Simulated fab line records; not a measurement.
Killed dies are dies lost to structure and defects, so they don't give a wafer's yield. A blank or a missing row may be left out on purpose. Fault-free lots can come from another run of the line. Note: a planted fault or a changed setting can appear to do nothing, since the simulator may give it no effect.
One fault seen from 3 desks | flow n5_finfet | what lay behind the numbers comes last; until then each desk has only its own

## METROLOGY DESK
What the gauges read, lot by lot, whatever tool the lot ran on: means of the sampled wafers that have a number. Any lot whose mean is over 4 standard deviations away from the usual mean is out of limits and marked OUT; that distance is given in the brackets. Shown here are 7 of its 11 readings, the ones lying furthest out on some lot.
Columns: A = cd_nm at N5_SD_EPI_P_CD_MEAS_09, usual 240.2 nm; B = DIBL_N at N5_BEOL_M4_RC_MEAS_101, usual 36.2 mV/V; C = IOFF_N at N5_BEOL_M4_RC_MEAS_101, usual 0.155 nA/um; D = IOFF_P at N5_BEOL_M4_RC_MEAS_101, usual 0.210 nA/um; E = ION_P at N5_BEOL_M4_RC_MEAS_101, usual 465 uA/um; F = VT_N at N5_BEOL_M4_RC_MEAS_101, usual 249.9 mV; G = VT_P at N5_BEOL_M4_RC_MEAS_101, usual -250 mV
lot  | first seen here | A     | B    | C     | D     | E   | F     | G
L654 | day 3 17:13     | 239.4 | 35.4 | 0.139 | 0.189 | 465 | 252.6 | -251
L657 | day 4 05:34     | 240.1 | 36.7 | 0.164 | 0.227 | 465 | 249.2 | -248
L659 | day 4 20:56     | 240.8 | 34.7 | 0.150 | 0.216 | 470 | 250.5 | -251
L662 | day 5 11:35     | 240.1 | 36.1 | 0.171 | 0.238 | 465 | 248.5 | -246
L668 | day 7 00:12     | 239.8 | 36.9 | 0.179 | 0.263 | 474 | 245.7 | -245
L669 | day 7 06:18     | 239.7 | 35.4 | 0.143 | 0.177 | 452 | 253.3 | -255
L671 | day 7 16:31     | 240.0 | 36.1 | 0.147 | 0.210 | 464 | 251.1 | -249
L672 | day 7 23:34     | 239.2 | 35.1 | 0.156 | 0.213 | 469 | 247.6 | -248
L675 | day 9 00:18     | 240.2 | 37.0 | 0.173 | 0.215 | 466 | 247.6 | -251
L676 | day 9 04:02     | 239.9 | 36.6 | 0.150 | 0.182 | 456 | 250.8 | -252
This desk's finding: nothing out of limits on any of the 10 lots.

## FOR THE TOOL OWNER'S DESK: rie_diel-03
The tool's own readings at N5_SD_EPI_P_ETCHBACK_46 (etches SiNx in CH3F/O2, stops on SiO2, target depth 17.5 nm): means of the sampled wafers that have a number, for each lot that ran on this tool. Any lot whose mean is over 4 standard deviations away from the usual mean is out of limits and marked OUT; that distance is given in the brackets.
Columns: A = drypump_motor_current_A at N5_SD_EPI_P_ETCHBACK_46, usual 5.5 A; B = oes_product_au at N5_SD_EPI_P_ETCHBACK_46, usual 0.66 a.u.; C = rf_vpp_V at N5_SD_EPI_P_ETCHBACK_46, usual 296.7 V; D = showerhead_plenum_p_Torr at N5_SD_EPI_P_ETCHBACK_46, usual 2.00 Torr; E = throttle_valve_pct at N5_SD_EPI_P_ETCHBACK_46, usual 16.38 %
lot  | first seen here | A   | B    | C     | D    | E
L657 | day 4 06:35     | 5.6 | 0.66 | 295.8 | 2.01 | 16.35
L662 | day 5 12:05     | 5.5 | 0.67 | 297.4 | 2.04 | 16.27
L668 | day 7 00:58     | 5.6 | 0.64 | 296.5 | 2.04 | 16.38
L669 | day 7 06:49     | 5.6 | 0.72 | 296.2 | 2.00 | 16.26
This desk's finding: nothing out of limits on any of the 4 lots.

## THE DEFECT DESK
Per lot, the means of the sampled wafers with a number show what the inspections along the route counted. Any lot whose mean is over 4 standard deviations away from the usual mean is out of limits and marked OUT; that distance is given in the brackets.
Columns: A = raw_defect_count at N5_SD_EPI_P_INSPECT_11, usual 2.1
lot  | first seen here | A
L654 | day 3 17:16     | 2.0
L657 | day 4 05:37     | 1.3
L659 | day 4 20:59     | 1.7
L662 | day 5 11:38     | 2.0
L668 | day 7 00:15     | 4.0
L669 | day 7 06:22     | 2.0
L671 | day 7 16:34     | 2.3
L672 | day 7 23:37     | 2.3
L675 | day 9 00:21     | 1.0
L676 | day 9 04:05     | 0.3
This desk's finding: nothing out of limits on any of the 10 lots.

## ALL TOGETHER
Metrology desk: nothing out of limits seen.
The desk of the tool owner found nothing out of limits.
Nothing out of limits was seen by the defect desk.

## WHAT THE SIMULATOR HAD INSERTED
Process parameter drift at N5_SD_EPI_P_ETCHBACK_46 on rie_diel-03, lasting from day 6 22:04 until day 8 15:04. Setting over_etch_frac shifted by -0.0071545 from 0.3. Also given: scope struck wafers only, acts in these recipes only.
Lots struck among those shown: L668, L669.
